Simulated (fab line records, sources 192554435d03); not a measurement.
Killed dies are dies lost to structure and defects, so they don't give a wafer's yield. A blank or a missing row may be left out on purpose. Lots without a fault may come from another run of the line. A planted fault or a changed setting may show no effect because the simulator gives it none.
fab line records | flow n5_finfet
record lots=9 wafers=24 last_day=18
route steps=1938 shown MOL_CONTACT_COAG@588 BEOL_M4@1111 PASSIVATION@1936
lots that met no fault: from a run of the same line without faults
start_h: hours from the record's first day to the start of the lot's first wafer shown | wait_h: hours since the lot's step before | " the same as in the row above | L1.1+2: a row that stands for several wafers | - no value, or no start given | * or withheld: withheld | < > ~ a bound
route shown NAME@n: a module of which the file shows steps, and the number in the route of the first | usual: mean/standard deviation of fault-free wafers | same: alike in all rows | chamber/n: place in a boat | sites: the reading at each site | _std_site: their standard deviation | _edge_site: outer sites' mean less inner sites' | radius_mm: how far each site lies from the wafer's centre | mask NAME#n: copy n | behind: the tool/chamber that last shaped the wafer | hold: why the lot was held/for how many hours/how that ended | device: the transistor (n, p or np) that didn't switch | end of line: the same wafers' tests at the end of the route | a step without rows: its recipe alone | killed: dies lost to structure and defects at the first sort, not the wafer's yield | map: a wafer's dies, x killed, . not, _ none there
set.NAME: the setting as run; set.NAME@STEP: as run at that earlier step | model.NAME: the simulator's own value behind a step, which no gauge read
steps of the route over a sample of lots; a table a step, a row a wafer
services: from which hour (start_h, from the record's first day; less than 0 if before it) a tool's chamber was out of use, for how many hours, and why
## steps
# step N5_MOL_CONTACT_COAG_ETCH_47
# recipe chemistry=CH3F/O2 target=SiNx target_depth_a=270 mask_material=SiO2 stop_on=W over_etch_frac=0.2 ion_energy_ev=120 endpoint=OES-CN pressure_mtorr=30 source_w=395 bias_w=73 Ar_flow_sccm=150 CH3F_flow_sccm=30 O2_flow_sccm=20 ends=end_point
# usual bias_w=72.97/0.22 drypump_motor_current_A=5.5/0.46 etch_rf_on_time_s=31.5/0.61 oes_product_au=0.71/0.07 rf_vpp_V=298/7.6 showerhead_plenum_p_Torr=2.00/0.058 throttle_valve_pct=16.2/0.3
# columns lot.wafer tool chamber start_h wait_h bias_w drypump_motor_current_A etch_rf_on_time_s oes_product_au rf_hours_counter_h rf_vpp_V showerhead_plenum_p_Torr throttle_valve_pct
L795.1 rie_diel-05 1 110.26 0.0 72.64 4.8 31.7 0.61 243 289 1.96 16.1
L795.3 " 3 " " 73.22 5.4 32.1 0.62 216 298 1.99 16.4
L795.5 " 0 " " 72.71 5.2 31.9 0.74 - 291 1.96 16.1
L796.1 rie_diel-05 2 117.89 0.0 72.46 5.6 31.6 0.73 84 302 2.03 16.2
L796.2 " 1 " " 73.05 4.9 31.1 0.61 246 289 1.96 16.1
L796.3 " 0 " " 73.01 5.3 31.6 0.74 78 293 1.96 16.1
L802.2 rie_diel-05 3 150.82 0.0 73.30 5.4 31.8 0.61 232 298 1.99 16.4
L802.6 " 3 " " 73.24 5.4 32.1 0.61 - 298 1.98 16.4
L804.1 rie_diel-02 3 170.52 0.0 73.00 5.8 30.9 0.72 106 293 2.01 16.1
L804.4 " 1 " " 73.03 6.0 31.4 0.64 210 307 2.05 16.4
L805.2 rie_diel-02 3 183.66 0.0 72.62 5.8 31.1 0.71 110 293 2.01 16.1
L805.4 " 2 " " 73.10 5.3 31.8 0.77 41 312 2.11 15.8
L807.2 rie_diel-05 1 202.09 0.0 73.21 4.8 31.2 0.81 23 290 1.95 15.7
L807.5 " 0 " " 73.17 5.3 32.1 0.71 - 291 1.95 16.2
L807.6 " 2 " " 72.74 5.6 32.5 0.70 - 300 2.02 16.3
L811.4 rie_diel-05 1 208.29 0.0 73.04 4.9 30.8 0.81 - 289 1.95 15.7
L811.5 " 2 " " 72.83 5.6 32.1 0.69 - 298 2.02 16.3
L811.6 " 0 " " 73.29 5.3 31.6 0.70 - 290 1.95 16.2
L815.3 rie_diel-02 3 234.95 0.0 72.79 5.8 30.7 0.70 132 293 2.00 16.1
L815.4 " 2 " " 73.18 5.4 31.2 0.77 58 310 2.10 15.8
L815.6 " 2 " " 73.11 5.4 31.6 0.76 - 310 2.10 15.8
L816.2 rie_diel-06 3 243.73 0.0 72.75 6.6 31.8 0.62 233 302 2.05 16.6
L816.3 " 1 " " 72.86 5.1 29.9 0.86 1 290 1.96 15.9
L816.5 " 0 " " 73.20 5.0 30.2 0.78 - 304 2.11 16.0
# step N5_MOL_CONTACT_COAG_CD_MEAS_40
# recipe target_cd_nm=25.1 landing_energy_ev=500 detector=se_inlens polarity=opening
# usual cd_nm=25.15/0.25
# columns lot.wafer tool chamber start_h wait_h cd_nm
L795.1 cd_sem-03 0 110.93 - 25.24
L795.3 " 0 " " 25.00
L795.5 " 0 " " 24.94
L796.1 cd_sem-01 0 118.44 - 25.06
L796.2 " 0 " " 24.97
L796.3 " 0 " " 25.14
L802.2 cd_sem-03 0 151.37 - 24.82
L802.6 " 0 " " 25.18
L804.1 cd_sem-02 0 171.06 - 25.19
L804.4 " 0 " " 24.85
L805.2 cd_sem-02 0 184.48 - 25.16
L805.4 " 0 " " 24.85
L807.2 cd_sem-03 0 202.76 - 25.39
L807.5 " 0 " " 25.27
L807.6 " 0 " " 25.39
L811.4 cd_sem-03 0 208.81 - 24.63
L811.5 " 0 " " 24.99
L811.6 " 0 " " 25.16
L815.3 cd_sem-02 0 235.49 - 24.86
L815.4 " 0 " " 25.23
L815.6 " 0 " " 25.27
L816.2 cd_sem-01 0 244.41 - 25.43
L816.3 " 0 " " 25.59
L816.5 " 0 " " 25.03
# step N5_MOL_CONTACT_COAG_ALD_133
# recipe material=SiO2 target_thk_a=50 temp_c=100 ald_precursor_family=BDEAS ald_co_reactant=O2-plasma pulse_time_s=1 co_reactant_pulse_time_s=1 purge_time_s=2 co_reactant_purge_time_s=2 ald_cycles=35 pressure_torr=2
# usual ald_cycles=35/0 chamber_pressure_Torr=2.000/0.0044 heater_power_w=75/11 precursor_pulse_height_rel=1.002/0.019
# same co_reactant_purge_time_s=2
# columns lot.wafer tool chamber start_h wait_h ald_cycles chamber_pressure_Torr heater_power_w precursor_pulse_height_rel
L795.1 ald_sin-01 0 111.31 0.1 35 1.999 79 0.991
L795.3 " 2 " " 35 1.996 94 1.006
L795.5 " 0 " " 35 2.003 79 1.013
L796.1 ald_sin-04 0 118.70 0.1 35 2.002 86 0.999
L796.2 " 3 " " 35 1.994 62 1.012
L796.3 " 2 " " 35 1.999 83 0.951
L802.2 ald_sin-04 1 151.65 0.1 24 2.005 72 1.002
L802.6 " 2 " " 35 1.999 82 0.988
L804.1 ald_sin-04 2 171.54 0.1 35 1.991 84 0.999
L804.4 " 0 " " 24 2.002 88 1.016
L805.2 ald_sin-04 3 185.06 0.4 24 2.001 62 1.002
L805.4 " 0 " " 24 2.000 89 0.955
L807.2 ald_sin-01 2 204.83 0.1 35 2.003 91 0.975
L807.5 " 2 " " 35 2.003 92 1.005
L807.6 " 1 " " 35 2.001 65 1.024
L811.4 ald_sin-03 3 210.31 1.0 35 2.006 66 0.984
L811.5 " 3 " " 35 2.011 66 1.028
L811.6 " 2 " " 35 1.996 52 0.997
L815.3 ald_sin-04 0 235.87 0.1 35 1.996 88 0.978
L815.4 " 1 " " 35 2.000 70 1.032
L815.6 " 3 " " 35 1.995 62 1.031
L816.2 ald_sin-04 0 244.80 0.2 35 1.998 90 1.022
L816.3 " 3 " " 35 1.999 64 0.999
L816.5 " 2 " " 35 1.996 83 1.017
# step N5_MOL_CONTACT_COAG_ETCH_48
# recipe chemistry=C4F6/O2 target_depth_a=150 overetch_a=45 mask_material=SOC target=SiOC bias_w=465 pressure_mtorr=10 time_s=17 source_w=335 Ar_flow_sccm=300 C4F6_flow_sccm=10 O2_flow_sccm=10 ion_energy_ev=576
# usual bias_w=464.9/1.5 drypump_motor_current_A=5.6/0.46 oes_product_au=0.67/0.072 rf_vpp_V=1598/40 showerhead_plenum_p_Torr=2.86/0.08 throttle_valve_pct=40.4/0.45
# columns lot.wafer tool chamber start_h wait_h bias_w drypump_motor_current_A oes_product_au rf_hours_counter_h rf_vpp_V showerhead_plenum_p_Torr throttle_valve_pct
L795.1 rie_diel-02 2 111.71 0.0 463.7 5.3 0.81 18 1657 2.99 39.8
L795.3 " 3 " " 465.0 5.8 0.64 86 1569 2.87 40.2
L795.5 " 0 " " 464.5 5.7 0.71 - 1595 2.79 40.5
L796.1 rie_diel-02 1 119.10 0.0 465.4 6.0 0.65 194 1647 2.92 40.4
L796.2 " 2 " " 467.3 5.3 0.80 20 1659 2.99 39.8
L796.3 " 0 " " 466.7 5.7 0.78 49 1595 2.78 40.6
L802.2 rie_diel-02 3 152.06 0.0 464.7 5.8 0.64 100 1569 2.86 40.2
L802.6 " 1 " " 462.6 6.0 0.62 - 1646 2.91 40.4
L804.1 rie_diel-02 0 172.12 0.0 464.2 5.7 0.72 64 1595 2.78 40.5
L804.4 " 1 " " 463.9 6.0 0.56 211 1647 2.91 40.4
L805.2 rie_diel-02 3 185.47 0.0 463.4 5.8 0.66 111 1568 2.86 40.2
L805.4 " 2 " " 464.8 5.4 0.72 41 1657 2.98 39.8
L807.2 rie_diel-05 1 205.29 0.0 465.0 4.9 0.81 25 1545 2.77 39.5
L807.5 " 2 " " 463.6 5.7 0.64 - 1603 2.87 40.8
L807.6 " 1 " " 464.2 4.8 0.74 - 1545 2.77 39.4
L811.4 rie_diel-02 3 210.78 0.0 466.5 5.8 0.63 - 1568 2.85 40.2
L811.5 " 1 " " 460.8 6.0 0.57 - 1646 2.90 40.4
L811.6 " 0 " " 465.8 5.7 0.69 - 1592 2.77 40.6
L815.3 rie_diel-06 3 236.30 0.0 465.9 6.6 0.61 229 1607 2.90 40.4
L815.4 " 2 " " 463.9 6.5 0.59 - 1523 2.71 41.3
L815.6 " 3 " " 464.2 6.6 0.58 - 1605 2.90 40.4
L816.2 rie_diel-02 2 245.21 0.0 464.6 5.3 0.64 62 1655 2.97 39.8
L816.3 " 0 " " 465.2 5.7 0.67 94 1594 2.76 40.6
L816.5 " 0 " " 463.9 5.7 0.62 - 1593 2.76 40.6
# step N5_BEOL_M4_RC_MEAS_101
# usual DIBL_N=36.5/1.4 DIBL_P=36.6/1.9 IOFF_N=0.167/0.029 IOFF_P=0.21/0.033 ION_N=674/12 ION_P=460/8.9 SS_N=71.6/0.57 SS_P=73.4/0.61 VT_N=249/3.3 VT_P=-250/3.3
# columns lot.wafer tool chamber start_h wait_h DIBL_N[mV/V] DIBL_P[mV/V] IOFF_N[nA/um] IOFF_P[nA/um] ION_N[uA/um] ION_P[uA/um] SS_N[mV/dec] SS_P[mV/dec] VT_N[mV] VT_P[mV]
L795.1 prober-02 0 178.37 0.0 36.0 36.0 0.160 0.20 664 454 71.5 73.9 250 -252
L795.3 " 0 " " 34.5 33.9 0.134 0.18 657 450 71.3 73.7 252 -256
L795.5 " 0 " " 38.5 39.2 0.214 0.26 674 459 72.6 74.7 244 -247
L796.1 prober-02 0 181.24 0.0 36.0 37.2 0.162 0.23 693 478 71.3 72.9 252 -252
L796.2 " 0 " " 34.5 34.3 0.130 0.19 667 460 71.4 72.8 253 -250
L796.3 " 0 " " 36.4 36.9 0.145 0.22 659 457 72.1 73.6 252 -250
L802.6 prober-01 0 215.50 0.8 36.1 35.6 0.158 0.18 671 453 71.5 72.5 249 -253
L804.1 prober-01 0 233.39 0.0 37.6 37.8 0.174 0.24 669 461 71.9 73.7 250 -250
L807.2 prober-02 0 263.80 0.2 38.3 39.6 0.211 0.29 697 479 71.4 73.7 248 -245
L807.5 " 0 " " 39.2 40.3 0.215 0.29 685 469 72.0 74.0 246 -244
L807.6 " 0 " " 35.4 35.6 0.146 0.21 673 468 71.3 72.5 249 -250
L811.4 prober-01 0 289.69 0.5 37.9 38.4 0.174 0.24 668 462 72.1 73.4 248 -251
L811.5 " 0 " " 39.4 41.1 0.228 0.29 703 481 71.8 74.9 245 -247
L811.6 " 0 " " 38.6 38.5 0.181 0.23 658 452 71.8 73.6 250 -251
L815.3 prober-01 0 304.14 0.3 36.3 35.9 0.147 0.21 659 459 71.3 72.9 253 -249
L815.4 " 0 " " 38.2 37.1 0.161 0.23 665 457 71.4 73.6 250 -250
L815.6 " 0 " " 37.6 37.4 0.169 0.24 668 464 72.0 73.7 246 -249
L816.2 prober-01 0 308.71 0.2 35.2 34.8 0.133 0.19 649 452 72.1 72.1 252 -252
L816.3 " 0 " " 35.4 35.0 0.141 0.20 670 462 71.4 72.8 250 -251
L816.5 " 0 " " 36.6 36.5 0.165 0.21 663 447 72.4 71.9 249 -251
# step N5_PASSIVATION_PROBE_49
# usual defect_limited_yield=91.2/1.6 killed_at_M0_to_M3=34/11 killed_at_M4_up=14/5.7 killed_at_contacts=14/6.6 killed_at_front_end=37/10 killed_at_other=4/3.2 killed_dies=104/19 killed_on_rim=14/4.1 killed_open=69/13 killed_short=33/8.7 sort_bin_5_function=5.1/1 sort_bin_6_memory=3.3/0.76 sort_n_pass=1076/19 sort_yield_pct=91.2/1.6
# same gross_dies=1180 killed_at_back_side=0 sort_bin_4_leakage[%]=0 sort_bin_8_speed[%]=0
# columns lot.wafer tool chamber start_h wait_h defect_limited_yield[%] killed_at_M0_to_M3 killed_at_M4_up killed_at_contacts killed_at_front_end killed_at_other killed_dies killed_on_rim killed_open killed_short sort_bin_5_function[%] sort_bin_6_memory[%] sort_n_pass sort_yield_pct[%]
L802.2 prober-02 - 313.53 0.1 23.2 45 15 817 28 1 906 122 75 24 4.5 3.8 274 23.2
L802.6 prober-02 - 313.73 0.3 91.4 26 17 11 46 2 102 14 77 25 4.6 4.0 1078 91.4
L804.1 prober-01 - 331.48 0.0 94.0 27 9 13 17 5 71 9 48 21 3.1 2.7 1109 94.0
L804.4 prober-01 - 331.63 0.2 24.4 35 21 805 25 6 892 112 75 31 5.5 3.5 288 24.4
L805.2 prober-02 - 343.87 0.1 23.2 37 17 812 39 1 906 118 72 28 6.0 2.5 274 23.2
L805.4 prober-02 - 343.97 0.2 23.2 34 17 826 26 3 906 119 63 19 4.2 3.0 274 23.2
# killed by level:class
L802.2 MOL_CONTACT_COAG:area_ald=807 BEOL_M2:geometric_particle:open=11 MOL_CONTACT_COAG:geometric_particle:open=9 BEOL_M0_SAQP:geometric_particle:open=8 BEOL_M3:geometric_particle:open=8 FIN_SAQP:geometric_particle:open=7 BEOL_M0_SAQP:geometric_particle:short=7 BEOL_M1:geometric_particle:open=6
L802.6 STI_FIN_REVEAL:geometric_particle:open=14 FIN_SAQP:geometric_particle:open=10 BEOL_M4:geometric_particle:open=10 MOL_CONTACT_COAG:geometric_particle:open=9 BEOL_M0_SAQP:geometric_particle:open=6 BEOL_M0_SAQP:geometric_particle:short=6 BEOL_M3:geometric_particle:open=5 DUMMY_GATE:geometric_particle:open=5
L804.1 MOL_CONTACT_COAG:geometric_particle:open=10 BEOL_M1:geometric_particle:open=7 GATE_CUT:geometric_particle:short=6 BEOL_M0:geometric_particle:open=4 BEOL_M2:geometric_particle:open=4 BEOL_M3:geometric_particle:open=4 STI_FIN_REVEAL:geometric_particle:open=3 DUMMY_GATE:geometric_particle:open=2
L804.4 MOL_CONTACT_COAG:area_ald=783 MOL_CONTACT_COAG:geometric_particle:open=14 BEOL_M4:geometric_particle:open=10 BEOL_M1:geometric_particle:open=9 BEOL_M0_SAQP:geometric_particle:short=8 FIN_SAQP:geometric_particle:open=7 MOL_CONTACT_COAG:geometric_particle:short=6 BEOL_M0_SAQP:geometric_particle:open=5
L805.2 MOL_CONTACT_COAG:area_ald=804 BEOL_M0_SAQP:geometric_particle:open=12 FIN_SAQP:geometric_particle:open=7 BEOL_M2:geometric_particle:open=7 ILD0:geometric_particle:open=6 MOL_CONTACT_COAG:geometric_particle:open=6 DUMMY_GATE:geometric_particle:open=5 FIN_SAQP:geometric_particle:short=4
L805.4 MOL_CONTACT_COAG:area_ald=821 BEOL_M2:geometric_particle:open=13 BEOL_M4:geometric_particle:open=9 BEOL_M1:geometric_particle:open=7 DUMMY_GATE:geometric_particle:open=6 FIN_SAQP:geometric_particle:short=5 FIN_SAQP:geometric_particle:open=4 MOL_CONTACT_COAG:geometric_particle:open=4
## services
# columns tool chamber start_h hours kind
rie_diel-02 1 87.10 2.7 repair
rie_diel-02 0 122.41 2.5 repair
ald_sin-04 1 126.36 4.3 repair
rie_diel-05 1 129.72 - clean
rie_diel-05 1 129.72 - consumable_replace:focus_ring
rie_diel-05 1 129.72 12.8 scheduled_down
rie_diel-05 1 129.72 12.8 vent_cycle
rie_diel-02 0 151.41 1.6 repair
ald_sin-01 0 155.73 9.2 repair
ald_sin-01 1 159.89 16.0 repair
rie_diel-06 2 168.37 33.9 repair
ald_sin-01 - 176.75 14.0 pm
ald_sin-01 0 176.75 14.0 vent_cycle
ald_sin-01 1 176.75 14.0 vent_cycle
ald_sin-01 2 176.75 14.0 vent_cycle
ald_sin-01 3 176.75 14.0 vent_cycle
ald_sin-03 3 187.19 13.1 repair
rie_diel-06 - 195.13 28.1 pm
rie_diel-05 3 198.03 - clean
rie_diel-05 3 198.03 - consumable_replace:focus_ring
rie_diel-05 3 198.03 19.4 scheduled_down
rie_diel-05 3 198.03 19.4 vent_cycle
ald_sin-04 - 206.12 6.1 pm
ald_sin-01 - 244.94 2.8 pm
## key
first_sign step=N5_MOL_CONTACT_COAG_ALD_133 reading=ald_cycles direction=down sigmas=99+ usual=* struck=*
effect step=N5_PASSIVATION_PROBE_49 reading=killed_at_contacts direction=up sigmas=99+ usual=14 struck=815
more_kills_born_at N5_MOL_CONTACT_COAG_ALD_133@ald_sin-04=3215
met_at N5_MOL_CONTACT_COAG_ALD_133
struck_lots L802,L804,L805
struck_wafers L802.2,L804.4,L805.2,L805.4
later_rows_left_out L802.2,L804.4,L805.2,L805.4
not_acting_at N5_MOL_CONTACT_COAG_ETCH_47,N5_MOL_CONTACT_COAG_CD_MEAS_40,N5_MOL_CONTACT_COAG_ETCH_48
onset_between 118.70 151.65
fault kind=process_parameter_drift tool=ald_sin-04 chamber=- onset_h=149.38 steps=N5_MOL_CONTACT_COAG_ALD_133 channel=ald_cycles offset=* shape=step end_h=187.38 scope=struck_wafers_only acts_in=* stated=*
# later_rows_left_out: the simulator's readings of these wafers behind a module that went badly wrong aren't trusted and aren't shown, but for the sort
